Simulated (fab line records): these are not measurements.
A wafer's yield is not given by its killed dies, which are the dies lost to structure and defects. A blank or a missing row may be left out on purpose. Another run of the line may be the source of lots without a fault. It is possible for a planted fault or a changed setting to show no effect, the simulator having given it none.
8D (eight disciplines) problem report, filled in by code + flow nand-harc + the parts of the form that need people (team, actions taken, sign-off) are left out

## 1. WHAT WENT WRONG
Wafers without a fault read 100.0 nm, standard deviation 0.59; cd-nm at NHARC_A_SGD_CUT_CD_MEAS_09 reads a mean of 109.8 nm on 6 wafers belonging to 2 lots. That puts it +17 standard deviations away from the usual mean.
The step: target cd 100 nm.
First observed at day 18 23:12: wafer L342.1, on cd-sem-02. At this step, 36 wafers from 12 lots have a number in the record. Rule for "out", or "out of limits": more than 4 standard deviations from the usual mean. The rest of the wafers with a number are treated as sound.

## 2. WHAT IT IS; WHAT IT IS NOT
| question                    | is                     | is not                                                                    |
|-----------------------------|------------------------|---------------------------------------------------------------------------|
| which readings at this step | cd-nm                  | -                                                                         |
| which lots                  | L342, L343             | L323, L324, L325, L326, L327, L328, L332, L338, L345, L346                |
| which wafers of those lots  | all that have a number | -                                                                         |
| read on which gauges        | cd-sem-02, cd-sem-03   | cd-sem-01                                                                 |
| when                        | from day 18 23:12      | up to then (24 sound wafers); but 6 sound wafers of L345, L346 came after |

## 3. WHAT RULES OUT EACH SUSPECT
Counting: a tool stays on the suspect list if, at a process step up to the reading, it processed all lots that are out and no sound lot following the first of them.
- the gauge at NHARC_A_SGD_CUT_CD_MEAS_09: ruled out. The wafers that are out were read on 2 gauges (cd-sem-02, cd-sem-03).
- arfi-scanner-01 at NHARC_A_SGD_CUT_EXPOSE_06 (exposes mask SGD): kept. It ran every lot that is out, first L342 (day 18 23:04), and no sound lot after that; its last sound lot up to then is L327 (day 14 20:43). Its own exposure-dose-mJ-cm2 readings are out on those wafers.
After counting, what remains is arfi-scanner-01 at NHARC_A_SGD_CUT_EXPOSE_06.

## 4. THE CAUSE (what the simulator had put in)
Process parameter drift: arfi-scanner-01, from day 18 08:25 on, at NHARC_A_SGD_CUT_EXPOSE_06. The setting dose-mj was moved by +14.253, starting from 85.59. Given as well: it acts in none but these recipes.
Only this tool survived the counting.

## 5. SEQUENCE OF EFFECTS, ordered by route
Rows list readings where the struck wafers' mean (over those with a number) sits beyond 3 standard deviations from the usual. Readings are gone through only where the record gives a usual standard deviation; hours: the median, over the lots, of the time from a lot's start at the first step in this table giving one to that lot's start at this step; sigmas: the change measured in usual standard deviations.
| hours | step                       | reading              | usual    | on struck wafers | change | sigmas      |
|-------|----------------------------|----------------------|----------|------------------|--------|-------------|
| 0     | NHARC_A_SGD_CUT_EXPOSE_06  | exposure-dose-mJ-cm2 | 85.58    | 97.31            | +11.73 | +99 or more |
| 0     | NHARC_A_SGD_CUT_CD_MEAS_09 | cd-nm                | 100.0 nm | 109.8            | +9.8   | +17         |
The process steps in it:
- NHARC_A_SGD_CUT_EXPOSE_06: exposes mask SGD.

## 6. HOW IT WOULD HAVE BEEN CAUGHT EARLIER
The first out-of-limits reading at a measuring or inspecting step in this record came at day 18 23:12, 15 hours after the fault's start at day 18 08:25.
At NHARC_A_SGD_CUT_EXPOSE_06, the tool's own readings (exposure-dose-mJ-cm2) were out on each struck wafer the step has a row for, so an alarm limit on them would have fired on the first such wafer.
L343, from the lots that are out (2), started NHARC_A_SGD_CUT_EXPOSE_06 on arfi-scanner-01 later than day 18 23:12. Putting the tool on hold at that point would have spared it.
